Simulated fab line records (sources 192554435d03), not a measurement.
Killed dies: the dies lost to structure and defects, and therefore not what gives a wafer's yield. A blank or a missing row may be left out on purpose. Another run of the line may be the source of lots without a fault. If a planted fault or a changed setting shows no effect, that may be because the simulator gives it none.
8D (eight disciplines) problem report, filled in by code ; flow n5 finfet ; the parts of the form that need people (team, actions taken, sign-off) are left out

1. THE ISSUE
At N5_PMOS_HMC_CHANNEL_EPI_EPI_20, susceptor temp C averages 593.51 C over 6 wafers from 2 lots, while fault-free wafers read 600.00 C, standard deviation 0.24. That puts it -27 standard deviations away from the usual mean.
The step: deposits SiGe30, target thk 59 nm.
First seen on wafer L517.1, day 3 19:03, on epi rpcvd-02. Wafers with a number at this step in the record: 27, from 9 lots. Rule for "out", or "out of limits": more than 4 standard deviations from the usual mean. The other wafers with a number count as sound.

2. WHAT IT IS; WHAT IT IS NOT
question;is;is not
which readings at this step;susceptor temp C, susceptor_temp_C_max;chamber pressure Torr
which lots;L517, L520;L510, L512, L523, L529, L530, L531, L532
which wafers of those lots;all that have a number;-
read on which tools;epi rpcvd-02;epi rpcvd-03, epi rpcvd-04
when;from day 3 19:03;"up to then (6 sound wafers); but 15 sound wafers of L523, L529, L530, L531, L532 came after"

3. WHAT RULES OUT EACH SUSPECT
Counting: a tool at any process step up to the reading remains a suspect when it ran all the lots that are out and ran no sound lot after the first of those.
- epi rpcvd-02 at N5_PMOS_HMC_CHANNEL_EPI_EPI_20 (deposits SiGe30, target thk 59 nm): ruled out as a lasting fault. The sound lots L532 went through it after L517, its earliest lot that is out (day 3 19:03).
Left after counting: nothing in the record.

4. THE CAUSE (what the simulator had put in)
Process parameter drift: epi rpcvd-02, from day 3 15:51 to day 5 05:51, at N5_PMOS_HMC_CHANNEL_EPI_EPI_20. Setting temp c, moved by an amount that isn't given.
Counting ruled it out, wrongly.

5. SEQUENCE OF EFFECTS, ordered by route
Each row: a reading where the mean over the struck wafers with a number is more than 3 standard deviations away from the usual. Only readings for which the record gives a usual standard deviation are gone through. hours: the time from each lot's start at the first step in this table that gives one to its start at this step, as a median over the lots. sigmas: the change in usual standard deviations.
hours;step;reading;usual;on struck wafers;change;sigmas
0;N5_PMOS_HMC_CHANNEL_EPI_EPI_20;susceptor temp C;600.00 C;593.51;-6.49;-27
0;N5_PMOS_HMC_CHANNEL_EPI_EPI_20;susceptor_temp_C_max;601.3;595.1;-6.2;-16
The process steps in it:
- N5_PMOS_HMC_CHANNEL_EPI_EPI_20: deposits SiGe30, target thk 59 nm.
Later steps that measure or inspect, where all struck wafers having a row at the step show a number for every such reading and not one has moved that far: N5_BEOL_M4_RC_MEAS_101.

6. HOW IT WOULD HAVE BEEN CAUGHT EARLIER
The fault began at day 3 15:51; the first out-of-limits reading in this record came at day 3 19:03, 3 hours later.
